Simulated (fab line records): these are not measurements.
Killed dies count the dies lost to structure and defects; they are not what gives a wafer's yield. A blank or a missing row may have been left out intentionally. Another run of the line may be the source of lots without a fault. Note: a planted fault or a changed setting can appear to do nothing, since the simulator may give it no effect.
Struck lot and sound lot, side by side -- flow n5-finfet -- 13 out of 1938 route steps
Sound: the wafers L621.1, L621.5, L621.6. Wafers L618.3, L618.5, L618.6 were the ones struck. The cause comes at the end.
Each step with rows lists, per side, the tool, then ch with its chambers, then its first start. Under that, the readings that differ: sound wafers -- struck wafers -- difference of the means -- sigmas: that difference in standard deviations of wafers without a fault.
alike: words and numbers the same on both sides, and readings whose means are apart by under 2 such deviations; not compared: readings that were withheld, readings missing a value for some wafer, numbers with overlapping values and no deviation given by the record, and bounds like >300 which may hide the same value.
A row with sigmas, a row that says differs or no value, or rows on one side alone: a step with any of these is where the two part. Non-overlapping numbers with no deviation appear without sigmas and do not part them. A reading missing from all wafers of one side parts the sides only when that side holds two or more wafers.

first, 3 steps without rows for these wafers: N5_SD_EPI_P_PRECLEAN_32 (cleans in dHF, time 10 s); N5_SD_EPI_P_PRECLEAN_33 (cleans in SC2, time 45 s); N5_SD_EPI_P_SRD_25 (time 30 s).
N5_SD_EPI_P_INSPECT_26: inspects for defects (darkfield).
  sound on defect-inspect-01, day 8 02:05; struck on defect-inspect-01, day 7 02:21
  alike: raw-defect-count
N5_SD_ACTIVATION_RTA_00: time 0 s.
  sound on rtp-anneal-01 ch 0, day 8 02:22; struck on rtp-anneal-02 ch 0, day 7 02:40
  alike: lamp-power-pct, wafer_temp_C_max
N5_SD_ACTIVATION_LSA_01: time 0.0008 s.
  sound on laser-anneal-02 ch 0, day 8 02:45; struck on laser-anneal-01 ch 0, day 7 02:52
reading,sound,struck,difference,sigmas
wafer_temp_C_max,1084.7 1084.4 1084.3,1087.1 1091.6 1087.0,+4.1,+2
N5_SD_ACTIVATION_INSPECT_02: inspects for defects (darkfield).
  sound on defect-inspect-01, day 8 03:17; struck on defect-inspect-01, day 7 03:20
  alike: raw-defect-count
N5_ILD0_LINER_00: material SiNx, target thk 4 nm, pulse time 1 s, purge time 2 s.
  sound on ald-sin-03 ch 2,3, day 8 04:37; struck on ald-sin-03 ch 0,1,3, day 7 03:22
  alike: heater-power-w, precursor-pulse-height-rel
then, 2 steps without rows for these wafers: N5_ILD0_FCVD_FILL_01 (material SiO2 flowable, target thk 200 nm, time 328.3 s); N5_ILD0_CURE_02 (time 1800 s).
N5_ILD0_CMP_03: polishes, stops on SiNx, t overpolish 1.9 s, target thk 197.38 nm.
  sound on cmp-02 ch 0,3, day 8 07:02; struck on cmp-02 ch 1,2, day 7 05:47
  no value came back on the struck wafers for any of 5 readings (edge-zone-pressure-frac, head-pressure-psi (psi) and others); on the sound wafers edge-zone-pressure-frac reads 1.002 1.003 1.003
reading,sound,struck,difference,sigmas
model.SiO2_flowable_of_ILD0_FCVD_FILL_01.thk-nm (nm),197.4 198 198.4,200.4 202.8 200,+3.1,
model.SiNx_of_DUMMY_GATE_HM_DEP_06.thk-nm (nm),76.8 77.2 77.4,80.2 80.4 80.2,+3.1,
  not compared: pad-life-wafers
N5_ILD0_CMP_07: polishes SiO2 flowable, stops on poly-Si, t overpolish 1.18 s, target thk 138.88 nm.
  sound on cmp-02 ch 0,1, day 8 07:22; struck on cmp-02 ch 0,2,3, day 7 06:11
  alike: edge-zone-pressure-frac, head-pressure-psi, motor-current-A
  not compared: pad-life-wafers
N5_BEOL_M4_RC_MEAS_101:
  the record has rows for the sound wafers here (prober-01 ch 0, day 12 10:23) and none for the struck ones

WHERE THEY PART
At N5_SD_ACTIVATION_LSA_01 first; at N5_BEOL_M4_RC_MEAS_101 last (within this record only).

WHY: the cause the simulator had injected
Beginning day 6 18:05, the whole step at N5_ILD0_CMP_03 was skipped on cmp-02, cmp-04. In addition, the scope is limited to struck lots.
